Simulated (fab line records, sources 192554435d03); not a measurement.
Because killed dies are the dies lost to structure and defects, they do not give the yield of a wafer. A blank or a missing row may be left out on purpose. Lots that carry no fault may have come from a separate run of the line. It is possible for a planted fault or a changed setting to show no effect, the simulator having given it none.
fab line records	flow n5_finfet
[record] lots = 4	wafers = 12	last_day = 16
route steps=1938 shown BEOL_M4@1099 BEOL_M5@1112 MIM_TOP_ETCH@1851 PASSIVATION@1936
lots that met no fault: taken from a fault-free run of the same line
start_h: hours from the record's first day to the start of the lot's first wafer shown	wait_h: hours since the lot's step before	" the same as in the row above	L1.1+2: a single row standing in for several wafers	- no value present, or no start provided	* or withheld: withheld	< > ~ a bound
route shown NAME@n: a module of which the file shows steps, and the number in the route of the first	usual: average and standard deviation across the fault-free wafers	same: alike in all rows	chamber/n: place in a boat	sites: each site's reading	_std_site: how widely they spread, as a standard deviation	_edge_site: the outer-site mean with the inner-site mean subtracted	radius_mm: for every site, how far away it sits from the centre of the wafer	mask NAME#n: copy n	behind: the last tool/chamber to shape the wafer	hold: the reason the lot was held/the length of the hold in hours/how it ended	device: whichever transistor did not switch (one of n, p or np)	end of line: tests run on the same wafers once the route is complete	step lacking rows: just its recipe	killed: the dies lost at the first sort to structure and to defects; this is not the yield of the wafer	map: dies across one wafer; x = killed, . = not, _ = none there
set.NAME: the run value of the setting; set.NAME@STEP: its run value at that earlier step	model.NAME: the simulator's own value behind a step, which no gauge read
lots seen at some steps along the route; tables by step, rows by wafer
services: the hour from which a tool's chamber was out of use, counted from the record's first day as start_h (under 0 if before that day), plus the number of hours and why
[[steps]]
[step N5_BEOL_M4_ANNEAL_95]
[recipe] temp_c = 400	time_s = 240	ambient = vacuum
[step N5_BEOL_M4_SPUTTER_96]
[recipe] material = Cu	target_thk_a = 45	temp_c = -20	chamber_pressure_pa = 0.07	power_w = withheld	time_s = 8.29
[step N5_BEOL_M4_ECD_50]
[recipe] material = Cu	target_thk_a = 3000
[step N5_BEOL_M4_ANNEAL_51]
[recipe] temp_c = 225	time_s = 90	ambient = N2
[step N5_BEOL_M4_CMP_52]
[recipe] stop_on = SiOC	t_overpolish_s = 6.8	down_force_psi = 1	platen_rpm = 50	clearing_platen_down_force_psi = 1.5	clearing_platen_rpm = 50	post_cmp_clean = cu_alkaline	target_thk_nm = 40	clearing_platen_pad_velocity_m_s = 0.99484	pad_velocity_m_s = 0.99484
[step N5_BEOL_M4_PRE_CLEAN_60]
[recipe] gas = NH3/H2	time_s = 15	temp_c = *	rf_power_w = 300
[step N5_BEOL_M4_CO_CAP_55]
[recipe] material = Co	target_thk_a = 20	temp_c = 200	precursor = CCTBA/H2	pressure_torr = 30	time_s = 102.1
[step N5_BEOL_M4_PRE_CLEAN_56]
[recipe] gas = NH3	time_s = 15	temp_c = withheld	rf_power_w = 300
[step N5_BEOL_M4_DEP_57]
[recipe] material = SiCN	target_thk_a = 80	temp_c = withheld	precursor = 3MS/NH3	pressure_torr = 3	rf_w = 202	time_s = 14
[step N5_BEOL_M4_RC_MEAS_101]
[usual] DIBL_N = 36.0/1.6	DIBL_P = 36.1/2	IOFF_N = 0.160/0.029	IOFF_P = 0.21/0.039	ION_N = 675/13	ION_P = 464/8.8	SS_N = 71.5/0.58	SS_P = 73.3/0.65	VT_N = 250/3.3	VT_P = -249/3.6
lot.wafer	tool	chamber	start_h	wait_h	DIBL_N[mV/V]	DIBL_P[mV/V]	IOFF_N[nA/um]	IOFF_P[nA/um]	ION_N[uA/um]	ION_P[uA/um]	SS_N[mV/dec]	SS_P[mV/dec]	VT_N[mV]	VT_P[mV]
L525.4	prober-02	0	187.27	0.5	35.3	35.7	0.135	0.17	667	455	72.0	72.2	252	-256
L525.5	"	0	"	"	33.8	33.5	0.111	0.14	656	454	71.8	72.8	256	-258
L525.6	"	0	"	"	35.2	34.8	0.135	0.17	675	460	71.8	73.1	253	-254
L528.1	prober-01	0	204.34	0.0	35.6	35.6	0.160	0.19	655	449	71.4	73.5	252	-252
L528.3	"	0	"	"	35.5	37.7	0.152	0.21	669	455	71.2	74.0	254	-251
L528.6	"	0	"	"	37.6	38.3	0.188	0.23	671	457	71.9	74.1	249	-249
L535.1	prober-01	0	238.30	0.0	34.3	33.0	0.147	0.19	674	464	71.0	73.0	250	-248
L535.4	"	0	"	"	37.4	37.6	0.204	0.28	685	472	72.0	73.3	246	-245
L535.5	"	0	"	"	35.2	35.4	0.157	0.21	670	460	70.6	73.1	247	-248
L538.4	prober-02	0	268.35	0.5	35.2	36.3	0.154	0.23	669	466	72.0	73.8	249	-247
L538.5	"	0	"	"	33.2	33.6	0.123	0.19	671	468	70.5	72.8	252	-247
L538.6	"	0	"	"	37.5	38.1	0.183	0.24	667	463	71.9	73.9	249	-249
[step N5_BEOL_M5_ILD_DEP_00]
[recipe] material = SiCOH_lowk	target_thk_a = 1406.4	temp_c = 300	precursor = DEMS/porogen	pressure_torr = 5	rf_w = 500	time_s = 25.9
[step N5_BEOL_M5_CURE_79]
[recipe] temp_c = 385	time_s = 240	ambient = He/Ar	material = SiCOH_lowk
[step N5_BEOL_M5_PECVD_70]
[recipe] material = SiO2	target_thk_a = 160	temp_c = 400	precursor = TEOS/O2	pressure_torr = 5.5	rf_w = 450	teos_flow_sccm = 53.8	gas = O2	flow_sccm = 3000	time_s = 18
[step N5_BEOL_M5_HM_DEP_02]
[recipe] material = TiN	target_thk_a = 200	temp_c = 25	chamber_pressure_pa = 0.49996
[step N5_BEOL_M5_COAT_59]
[recipe] resist = SOC	temp_c = 250	time_s = 60	spin_rpm = 1500	resist_thk_nm = 60
[step N5_BEOL_M5_COAT_60]
[recipe] resist = SiARC	temp_c = 220	time_s = 60	spin_rpm = 1500	resist_thk_nm = 12
[step N5_BEOL_M5_COAT_71]
[recipe] resist = underlayer	temp_c = 205	time_s = 60	spin_rpm = 1500	resist_thk_nm = 5
[step N5_BEOL_M5_COAT_05]
[recipe] resist = CAR-EUV	spin_rpm = 1500	resist_thk_nm = 30
[step N5_BEOL_M5_EBR_07]
[recipe] solvent = PGMEA	ebr_width_mm = 1.5
[step N5_BEOL_M5_SOFTBAKE_06]
[recipe] temp_c = 110	time_s = 60	resist = CAR-EUV
[step N5_BEOL_M5_EXPOSE_08]
[recipe] mask_id = M5	na = 0.33	source_shape = annular	sigma_inner = 0.4	sigma_outer = 0.8	polarization = unpolarized	target_cd_nm = 28	dose_mj = 35.75
[step N5_BEOL_M5_PEB_09]
[recipe] peb_temp_c = 100	peb_time_s = 60	resist = CAR-EUV
[step N5_BEOL_M5_DEVELOP_10]
[recipe] develop_time_s = 30	developer = TMAH	resist = CAR-EUV	rinse_liquid = surfactant_rinse	dry = air_spin	dev_temp_c = 23
[step N5_BEOL_M5_DESCUM_16]
[recipe] chemistry = O2	time_s = 7	source_power_w = 50	bias_power_w = 20	pressure_mtorr = 20	rf_frequency_hz = 2.712e+07	temp_c = 40	resist = CAR-EUV	o2_flow_sccm = 225
[step N5_BEOL_M5_ETCH_72]
[recipe] chemistry = N2/H2	target = underlayer	target_depth_a = 65	mask_material = CAR-EUV	time_s = 5.2	ion_energy_ev = 200	pressure_mtorr = 30	source_w = 840	bias_w = 150	n2_flow_sccm = 200	h2_flow_sccm = 200	ends = cleared
[step N5_BEOL_M5_ETCH_61]
[recipe] chemistry = CF4	target = SiARC	target_depth_a = 156	mask_material = CAR-EUV	time_s = 26	ion_energy_ev = 80	pressure_mtorr = 40	source_w = 545	bias_w = 36	Ar_flow_sccm = 100	cf4_flow_sccm = 100	ends = cleared
[step N5_BEOL_M5_ETCH_62]
[recipe] chemistry = N2/H2	target = SOC	target_depth_a = 750	overetch_a = 150	mask_material = SiARC	temp_c = 40	time_s = 112.5	ion_energy_ev = 200	pressure_mtorr = 30	source_w = 840	bias_w = 150	n2_flow_sccm = 200	h2_flow_sccm = 200
[step N5_BEOL_M5_STRIP_63]
[recipe] chemistry = N2/H2	temp_c = 40	n2_flow_sccm = 200	h2_flow_sccm = 200	rf_frequency_hz = 6e+07
[step N5_BEOL_M5_STRIP_73]
[recipe] chemistry = N2/H2	temp_c = 40	n2_flow_sccm = 200	h2_flow_sccm = 200	rf_frequency_hz = 6e+07
[step N5_BEOL_M5_STRIP_64]
[recipe] chemistry = CF4	resist = SiARC	power_w = 300	bias_power_w = 75	pressure_mtorr = 50	cf4_flow_sccm = 150	rf_frequency_hz = 6e+07
[step N5_BEOL_M5_HM_OPEN_17]
[recipe] chemistry = Cl2/BCl3	target_depth_a = 200	overetch_a = 60	target = TiN	mask_material = SOC	ion_energy_ev = 150	pressure_mtorr = 10	icp_w = 1000	bias_w = 126	Cl2_flow_sccm = 53.25	bcl3_flow_sccm = 21.75	Ar_flow_sccm = 25
[step N5_BEOL_M5_STRIP_19]
[recipe] chemistry = O2	power_w = 400	temp_c = 40	pressure_mtorr = 30	rf_frequency_hz = 6e+07	bias_power_w = 0	overash_fraction = 0.2	o2_flow_sccm = 225
[step N5_BEOL_M5_COAT_65]
[recipe] resist = SOC	temp_c = 250	time_s = 60	spin_rpm = 1500	resist_thk_nm = 60
[step N5_BEOL_M5_COAT_66]
[recipe] resist = SiARC	temp_c = 220	time_s = 60	spin_rpm = 1500	resist_thk_nm = 12
[step N5_MIM_TOP_ETCH_ETCH_00]
[recipe] chemistry = Cl2/BCl3	target = TiN	target_depth_a = 385	ion_energy_ev = 150	pressure_mtorr = 10	icp_w = 1000	bias_w = 126	Cl2_flow_sccm = 53.25	bcl3_flow_sccm = 21.75	Ar_flow_sccm = 25
[usual] bcl3_flow_sccm = 21.74/0.067	bias_w = 126.0/0.34	chamber_pressure_mTorr = 10.000/0.0093	drypump_motor_current_A = 6.0/0.38	oes_product_au = 0.80/0.085	throttle_valve_pct = 22.71/0.21
lot.wafer	tool	chamber	start_h	wait_h	bcl3_flow_sccm	bias_w	chamber_pressure_mTorr	drypump_motor_current_A	oes_product_au	rf_hours_counter_h	throttle_valve_pct	model.coat_of_MIM_TOP_LITHO_COAT_02.thk_nm
L525.4	rie_metal-02	1	283.82	0.1	-	-	-	-	-	-	-	*
L525.5	"	0	"	"	-	-	-	-	-	-	-	*
L525.6	"	1	"	"	-	-	-	-	-	-	-	*
L528.1	rie_metal-02	1	293.31	0.1	-	-	-	-	-	-	-	*
L528.3	"	1	"	"	-	-	-	-	-	-	-	*
L528.6	"	1	"	"	-	-	-	-	-	-	-	*
L535.1	rie_metal-01	0	341.96	0.1	21.74	126.2	9.998	5.7	0.85	21	22.30	*
L535.4	"	1	"	"	21.80	125.8	10.000	6.0	0.82	-	22.99	*
L535.5	"	0	"	"	21.72	126.2	10.000	5.7	0.85	-	22.29	*
L538.4	rie_metal-02	0	368.77	0.1	21.86	126.3	10.008	6.3	0.81	-	22.81	*
L538.5	"	1	"	"	21.88	126.1	9.988	6.5	0.69	-	22.74	*
L538.6	"	0	"	"	21.79	125.6	10.004	6.3	0.82	-	22.81	*
[step N5_PASSIVATION_PROBE_49]
[usual] defect_limited_yield = 91.0/1.3	killed_at_M0_to_M3 = 36/9.5	killed_at_M4_up = 14/5.6	killed_at_contacts = 12/6.4	killed_at_front_end = 40/10	killed_at_other = 3.2/3	killed_dies = 107/15	killed_on_rim = 15/4.5	killed_open = 69/12	killed_short = 35/7.7	sort_bin_5_function = 5.3/0.91	sort_bin_6_memory = 3.3/0.65	sort_n_pass = 1073/15	sort_yield_pct = 91.0/1.3
[same] gross_dies = 1180	killed_at_back_side = 0	sort_bin_4_leakage[%] = 0	sort_bin_8_speed[%] = 0
lot.wafer	tool	chamber	start_h	wait_h	defect_limited_yield[%]	killed_at_M0_to_M3	killed_at_M4_up	killed_at_contacts	killed_at_front_end	killed_at_other	killed_dies	killed_on_rim	killed_open	killed_short	sort_bin_5_function[%]	sort_bin_6_memory[%]	sort_n_pass	sort_yield_pct[%]
L525.4	prober-01	-	293.64	0.2	0	47	12	4	28	1089	1180	152	52	40	97.2	2.1	0	0
L525.5	prober-01	-	293.69	0.2	0	33	9	5	30	1103	1180	152	53	31	97.1	2.6	0	0
L525.6	prober-01	-	293.74	0.3	0	48	10	14	32	1076	1180	152	68	38	96.4	3.1	0	0
L528.1	prober-01	-	303.32	0.0	0	27	26	22	43	1062	1180	152	90	31	95.3	4.2	0	0
L528.3	prober-01	-	303.42	0.1	0	24	12	17	54	1073	1180	152	81	28	95.4	4.4	0	0
L528.6	prober-01	-	303.57	0.3	0	35	20	28	34	1063	1180	152	77	45	95.8	3.6	0	0
L535.1	prober-02	-	354.61	0.0	88.8	34	16	18	59	5	132	21	85	43	7.2	3.8	1048	88.8
L535.5	prober-02	-	354.81	0.2	89.7	45	17	11	47	2	122	24	73	44	5.3	4.7	1058	89.7
// killed by level:class
L525.4 MIM_TOP_ETCH:area_etch=1088 BEOL_M0_SAQP:geometric_particle:short=11 BEOL_M3:geometric_particle:open=9 BEOL_M2:geometric_particle:open=7 FIN_SAQP:geometric_particle:short=6 BEOL_M2:geometric_particle:short=6 BEOL_M0_SAQP:geometric_particle:open=5 BEOL_M1:geometric_particle:open=5
L525.5 MIM_TOP_ETCH:area_etch=1095 BEOL_M3:geometric_particle:open=14 FIN_SAQP:geometric_particle:short=6 STI_FIN_REVEAL:geometric_particle:open=6 BEOL_M2:geometric_particle:open=6 FIN_SAQP:geometric_particle:open=4 MOL_CONTACT_COAG:geometric_particle:open=4 BEOL_M0_SAQP:geometric_particle:open=4
L525.6 MIM_TOP_ETCH:area_etch=1074 BEOL_M3:geometric_particle:open=11 MOL_CONTACT_COAG:geometric_particle:open=10 BEOL_M2:geometric_particle:open=10 FIN_SAQP:geometric_particle:open=9 FIN_SAQP:geometric_particle:short=9 BEOL_M0_SAQP:geometric_particle:open=8 BEOL_M0_SAQP:geometric_particle:short=7
L528.1 MIM_TOP_ETCH:area_etch=1058 MOL_CONTACT_COAG:geometric_particle:open=19 FIN_SAQP:geometric_particle:open=17 BEOL_M4:geometric_particle:open=12 STI_FIN_REVEAL:geometric_particle:open=11 BEOL_M2:geometric_particle:open=9 BEOL_M3:geometric_particle:short=6 BEOL_M7:geometric_particle:open=5
L528.3 MIM_TOP_ETCH:area_etch=1071 FIN_SAQP:geometric_particle:open=17 MOL_CONTACT_COAG:geometric_particle:open=12 BEOL_M2:geometric_particle:open=11 FIN_SAQP:geometric_particle:short=9 DUMMY_GATE:geometric_particle:open=8 BEOL_M0_SAQP:geometric_particle:open=8 STI_FIN_REVEAL:geometric_particle:open=6
L528.6 MIM_TOP_ETCH:area_etch=1057 MOL_CONTACT_COAG:geometric_particle:open=20 BEOL_M1:geometric_particle:open=9 BEOL_M0_SAQP:geometric_particle:short=8 MOL_CONTACT_COAG:geometric_particle:short=8 BEOL_M4:geometric_particle:open=8 STI_FIN_REVEAL:geometric_particle:open=7 ILD0:geometric_particle:open=6
L535.1 STI_FIN_REVEAL:geometric_particle:open=15 MOL_CONTACT_COAG:geometric_particle:open=11 GATE_CUT:geometric_particle:short=10 BEOL_M2:geometric_particle:open=9 BEOL_M3:geometric_particle:open=8 MOL_CONTACT_COAG:geometric_particle:short=7 FIN_SAQP:geometric_particle:short=6 STARTING-WAFER:geometric_particle:open=6
L535.5 BEOL_M0_SAQP:geometric_particle:open=14 STI_FIN_REVEAL:geometric_particle:open=11 BEOL_M2:geometric_particle:open=9 MOL_CONTACT_COAG:geometric_particle:open=8 BEOL_M0_SAQP:geometric_particle:short=8 GATE_CUT:geometric_particle:short=6 DUMMY_GATE:geometric_particle:open=5 FIN_SAQP:geometric_particle:short=4
// map L525.4 (x killed, . not)
_________________xxxxxxxxxxxx________________
______________xxxxxxxxxxxxxxxxxx_____________
___________xxxxxxxxxxxxxxxxxxxxxxxx__________
__________xxxxxxxxxxxxxxxxxxxxxxxxxx_________
________xxxxxxxxxxxxxxxxxxxxxxxxxxxxxx_______
_______xxxxxxxxxxxxxxxxxxxxxxxxxxxxxxxx______
______xxxxxxxxxxxxxxxxxxxxxxxxxxxxxxxxxx_____
_____xxxxxxxxxxxxxxxxxxxxxxxxxxxxxxxxxxxx____
____xxxxxxxxxxxxxxxxxxxxxxxxxxxxxxxxxxxxxx___
___xxxxxxxxxxxxxxxxxxxxxxxxxxxxxxxxxxxxxxxx__
___xxxxxxxxxxxxxxxxxxxxxxxxxxxxxxxxxxxxxxxx__
__xxxxxxxxxxxxxxxxxxxxxxxxxxxxxxxxxxxxxxxxxx_
__xxxxxxxxxxxxxxxxxxxxxxxxxxxxxxxxxxxxxxxxxx_
_xxxxxxxxxxxxxxxxxxxxxxxxxxxxxxxxxxxxxxxxxxxx
_xxxxxxxxxxxxxxxxxxxxxxxxxxxxxxxxxxxxxxxxxxxx
_xxxxxxxxxxxxxxxxxxxxxxxxxxxxxxxxxxxxxxxxxxxx
_xxxxxxxxxxxxxxxxxxxxxxxxxxxxxxxxxxxxxxxxxxxx
_xxxxxxxxxxxxxxxxxxxxxxxxxxxxxxxxxxxxxxxxxxxx
_xxxxxxxxxxxxxxxxxxxxxxxxxxxxxxxxxxxxxxxxxxxx
_xxxxxxxxxxxxxxxxxxxxxxxxxxxxxxxxxxxxxxxxxxxx
_xxxxxxxxxxxxxxxxxxxxxxxxxxxxxxxxxxxxxxxxxxxx
__xxxxxxxxxxxxxxxxxxxxxxxxxxxxxxxxxxxxxxxxxx_
__xxxxxxxxxxxxxxxxxxxxxxxxxxxxxxxxxxxxxxxxxx_
___xxxxxxxxxxxxxxxxxxxxxxxxxxxxxxxxxxxxxxxx__
___xxxxxxxxxxxxxxxxxxxxxxxxxxxxxxxxxxxxxxxx__
____xxxxxxxxxxxxxxxxxxxxxxxxxxxxxxxxxxxxxx___
_____xxxxxxxxxxxxxxxxxxxxxxxxxxxxxxxxxxxx____
______xxxxxxxxxxxxxxxxxxxxxxxxxxxxxxxxxx_____
_______xxxxxxxxxxxxxxxxxxxxxxxxxxxxxxxx______
________xxxxxxxxxxxxxxxxxxxxxxxxxxxxxx_______
__________xxxxxxxxxxxxxxxxxxxxxxxxxx_________
___________xxxxxxxxxxxxxxxxxxxxxxxx__________
______________xxxxxxxxxxxxxxxxxx_____________
_________________xxxxxxxxxxxx________________
// map L528.1 (x killed, . not)
_________________xxxxxxxxxxxx________________
______________xxxxxxxxxxxxxxxxxx_____________
___________xxxxxxxxxxxxxxxxxxxxxxxx__________
__________xxxxxxxxxxxxxxxxxxxxxxxxxx_________
________xxxxxxxxxxxxxxxxxxxxxxxxxxxxxx_______
_______xxxxxxxxxxxxxxxxxxxxxxxxxxxxxxxx______
______xxxxxxxxxxxxxxxxxxxxxxxxxxxxxxxxxx_____
_____xxxxxxxxxxxxxxxxxxxxxxxxxxxxxxxxxxxx____
____xxxxxxxxxxxxxxxxxxxxxxxxxxxxxxxxxxxxxx___
___xxxxxxxxxxxxxxxxxxxxxxxxxxxxxxxxxxxxxxxx__
___xxxxxxxxxxxxxxxxxxxxxxxxxxxxxxxxxxxxxxxx__
__xxxxxxxxxxxxxxxxxxxxxxxxxxxxxxxxxxxxxxxxxx_
__xxxxxxxxxxxxxxxxxxxxxxxxxxxxxxxxxxxxxxxxxx_
_xxxxxxxxxxxxxxxxxxxxxxxxxxxxxxxxxxxxxxxxxxxx
_xxxxxxxxxxxxxxxxxxxxxxxxxxxxxxxxxxxxxxxxxxxx
_xxxxxxxxxxxxxxxxxxxxxxxxxxxxxxxxxxxxxxxxxxxx
_xxxxxxxxxxxxxxxxxxxxxxxxxxxxxxxxxxxxxxxxxxxx
_xxxxxxxxxxxxxxxxxxxxxxxxxxxxxxxxxxxxxxxxxxxx
_xxxxxxxxxxxxxxxxxxxxxxxxxxxxxxxxxxxxxxxxxxxx
_xxxxxxxxxxxxxxxxxxxxxxxxxxxxxxxxxxxxxxxxxxxx
_xxxxxxxxxxxxxxxxxxxxxxxxxxxxxxxxxxxxxxxxxxxx
__xxxxxxxxxxxxxxxxxxxxxxxxxxxxxxxxxxxxxxxxxx_
__xxxxxxxxxxxxxxxxxxxxxxxxxxxxxxxxxxxxxxxxxx_
___xxxxxxxxxxxxxxxxxxxxxxxxxxxxxxxxxxxxxxxx__
___xxxxxxxxxxxxxxxxxxxxxxxxxxxxxxxxxxxxxxxx__
____xxxxxxxxxxxxxxxxxxxxxxxxxxxxxxxxxxxxxx___
_____xxxxxxxxxxxxxxxxxxxxxxxxxxxxxxxxxxxx____
______xxxxxxxxxxxxxxxxxxxxxxxxxxxxxxxxxx_____
_______xxxxxxxxxxxxxxxxxxxxxxxxxxxxxxxx______
________xxxxxxxxxxxxxxxxxxxxxxxxxxxxxx_______
__________xxxxxxxxxxxxxxxxxxxxxxxxxx_________
___________xxxxxxxxxxxxxxxxxxxxxxxx__________
______________xxxxxxxxxxxxxxxxxx_____________
_________________xxxxxxxxxxxx________________
[[services]]
tool	chamber	start_h	hours	kind
rie_metal-02	-	304.64	2.8	pm
[[key]]
[first_sign] step = N5_MIM_TOP_ETCH_ETCH_00	reading = tool_record	direction = missing
[effect] step = N5_PASSIVATION_PROBE_49	reading = killed_at_other	direction = up	sigmas = 99+	usual = 3.2	struck = 1077.7
[model_effect] step = N5_MIM_TOP_ETCH_ETCH_00	value = coat_of_MIM_TOP_LITHO_COAT_02.thk_nm	without = *	struck = *
[more_kills_born_at] N5_MIM_TOP_ETCH_ETCH_00@rie_metal-02 = 6443
met_at N5_MIM_TOP_ETCH_ETCH_00
struck_wafers L525.4,L525.5,L525.6,L528.1,L528.3,L528.6
later_rows_left_out L525.4,L525.5,L525.6,L528.1,L528.3,L528.6
[fault] kind = skipped_step_whole	tool = rie_metal-02	chamber = -	onset_h = 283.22	steps = N5_MIM_TOP_ETCH_ETCH_00	scope = struck_lots_only
// later_rows_left_out: the simulator's readings of these wafers behind a module that went badly wrong aren't trusted and aren't shown, but for the sort
